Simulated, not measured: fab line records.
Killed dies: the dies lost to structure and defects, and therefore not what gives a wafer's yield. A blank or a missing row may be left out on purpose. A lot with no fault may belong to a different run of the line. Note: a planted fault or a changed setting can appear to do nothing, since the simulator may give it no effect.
Which tool was responsible?	flow nand-harc	6 lots with 18 wafers sampled at 5 steps, on a route of 1302 steps

WHAT THE GAUGES SHOWED, per wafer
NHARC_END_SORT_01.
lot	measured	on	killed-at-array
L617	day 32 18:46	prober-01	122 130 155

WHAT TOOL EACH LOT RAN ON (gives the tool, then ch and the chambers of the sampled wafers, and finally the start)
lot	NHARC_A_CONTACT_DEP_58	NHARC_THIN_TSV_DEP_47	NHARC_THIN_TSV_PRE_CLEAN_50	NHARC_THIN_TSV_ETCH_36
L601	pecvd-02 ch 1,2, day 22 19:19	pecvd-02 ch 0,1, day 24 17:04	pvd-sputter-02, day 24 21:51 or earlier	rie-metal-02 ch 0,1, day 24 21:51
L604	pecvd-04 ch 0,1, day 24 14:20	pecvd-03 ch 0,1, day 26 10:20	pvd-sputter-03, day 26 16:05 or earlier	rie-metal-01 ch 0,1, day 26 16:05
L608	pecvd-03 ch 0,1,2, day 25 07:53	pecvd-03 ch 0,1,2, day 27 09:16	pvd-sputter-01, day 27 13:50 or earlier	rie-metal-03 ch 0,1, day 27 13:50
L613	pecvd-02 ch 0,1,2, day 27 14:02	pecvd-02 ch 1,2, day 29 12:47	pvd-sputter-01, day 29 17:22 or earlier	rie-metal-03 ch 0,1, day 29 17:22
L614	pecvd-03 ch 1,2, day 27 21:30	pecvd-01 ch 0,2, day 29 18:58	pvd-sputter-02, day 29 23:25 or earlier	rie-metal-02 ch 0,1, day 29 23:25
L617	pecvd-04 ch 0,1,2, day 30 02:07	pecvd-01 ch 0,1,2, day 32 04:55	pvd-sputter-02, day 32 10:02 or earlier	rie-metal-02 ch 1, day 32 10:02
- NHARC_A_CONTACT_DEP_58: deposits SiON, target thk 90 nm.
- NHARC_THIN_TSV_DEP_47: deposits SiO2, target thk 200 nm.
- NHARC_THIN_TSV_PRE_CLEAN_50: time 30 s.
- NHARC_THIN_TSV_ETCH_36: etches the open film in Cl2/BCl3, target depth 65 nm, time 18.571 s.

THE ANSWER, worked out from the rows above alone
Rule: the lots themselves supply what counts as usual. Put in order of their means at a reading, lots are off if they are a third of the lots or fewer, leave a main group of 4 or more, and stand apart from it by a gap of 3 or more times the standard deviation of the main group's means; of several such gaps the widest counts. A main group whose means are all the same, to the digits that the tables above print for the reading, isn't used. A lot without any number at a reading at which 4 lots or more have one is off too. Any other lot the step has rows for is counted as sound.
None of the lots is off at any reading shown; this tells nothing.

WHAT WAS PUT IN BY THE SIMULATOR
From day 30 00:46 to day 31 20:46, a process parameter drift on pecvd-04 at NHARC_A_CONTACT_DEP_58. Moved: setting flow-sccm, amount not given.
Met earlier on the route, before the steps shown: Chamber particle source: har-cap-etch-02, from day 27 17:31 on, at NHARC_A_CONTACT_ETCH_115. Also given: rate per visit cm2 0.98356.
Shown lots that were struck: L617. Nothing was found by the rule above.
